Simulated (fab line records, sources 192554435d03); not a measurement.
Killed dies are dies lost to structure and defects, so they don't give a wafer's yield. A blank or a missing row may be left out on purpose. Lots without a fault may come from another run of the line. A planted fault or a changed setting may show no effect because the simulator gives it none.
Chamber matching | flow n5_finfet | N5_BEOL_M0_SAQP_ETCH_101 on rie_diel-04: 4 sister chambers
The step etches SiNx in CH3F/O2, target depth 29.9 nm, time 42.7 s. 20 wafers are shown with their chamber, then 10 later ones without.

WAFERS WITH THEIR CHAMBER
wafer  | chamber | rf_vpp_V (V) | showerhead_plenum_p_Torr (Torr) | drypump_motor_current_A (A)
L074.1 | 0       | 295          | 1.92                            | 5.4
L074.2 | 2       | 314          | 2.09                            | 6.0
L074.3 | 1       | 297          | 2.09                            | 6.2
L075.1 | 2       | 315          | 2.09                            | 6.1
L075.4 | 2       | 315          | 2.09                            | 6.1
L075.6 | 1       | 297          | 2.09                            | 6.2
L081.2 | 3       | 293          | 1.86                            | 5.7
L081.3 | 2       | 314          | 2.08                            | 6.0
L081.5 | 3       | 294          | 1.86                            | 5.6
L085.1 | 3       | 293          | 1.86                            | 5.7
L085.2 | 2       | 315          | 2.08                            | 6.1
L085.3 | 0       | 295          | 1.91                            | 5.4
L088.3 | 3       | 293          | 1.86                            | 5.6
L088.4 | 1       | 296          | 2.08                            | 6.2
L088.5 | 3       | 293          | 1.86                            | 5.6
L089.2 | 0       | 295          | 1.90                            | 5.4
L089.4 | 1       | 296          | 2.08                            | 6.2
L089.5 | 3       | 292          | 1.86                            | 5.6
L090.1 | 2       | 315          | 2.08                            | 6.0
L090.2 | 1       | 296          | 2.08                            | 6.2

SIGNATURES (means of the wafers above)
reading                  | chamber 0 | chamber 1 | chamber 2 | chamber 3 | scatter within a chamber
rf_vpp_V                 | 295.00    | 296.40    | 314.67    | 293.00    | 0.532
showerhead_plenum_p_Torr | 1.9100    | 2.0840    | 2.0850    | 1.8600    | 0.00542
drypump_motor_current_A  | 5.400     | 6.200     | 6.050     | 5.633     | 0.0421
Rule: a wafer's distance from a chamber is the root of the sum, over the readings, of the square of ((its reading less the chamber's mean) divided by the reading's scatter). The wafer belongs to the nearest chamber; if the next one is less than 2 further off, it can't be placed. The scatter: the root of (the sum of the squares of (reading less its chamber's mean) over the shown wafers, divided by (wafers less chambers)).

WAFERS WITHOUT THEIR CHAMBER
wafer  | rf_vpp_V (V) | showerhead_plenum_p_Torr (Torr) | drypump_motor_current_A (A)
L090.3 | 293          | 1.86                            | 5.6
L091.1 | 296          | 2.08                            | 6.2
L091.5 | 295          | 1.90                            | 5.4
L091.6 | 296          | 2.08                            | 6.1
L092.1 | 314          | 2.08                            | 6.0
L092.3 | 292          | 1.90                            | 5.4
L092.4 | 296          | 2.08                            | 6.2
L097.2 | 314          | 2.07                            | 6.1
L097.5 | 297          | 2.07                            | 6.2
L097.6 | 313          | 2.07                            | 6.0

WHICH CHAMBER EACH WENT THROUGH
wafer  | from the rows above | in truth
L090.3 | 3                   | 3
L091.1 | 1                   | 1
L091.5 | 0                   | 0
L091.6 | 1                   | 1
L092.1 | 2                   | 2
L092.3 | 0                   | 0
L092.4 | 1                   | 1
L097.2 | 2                   | 2
L097.5 | 1                   | 1
L097.6 | 2                   | 2
Placed correctly: 10 of 10. Can't be placed from these rows: 0. Placed wrongly: 0.
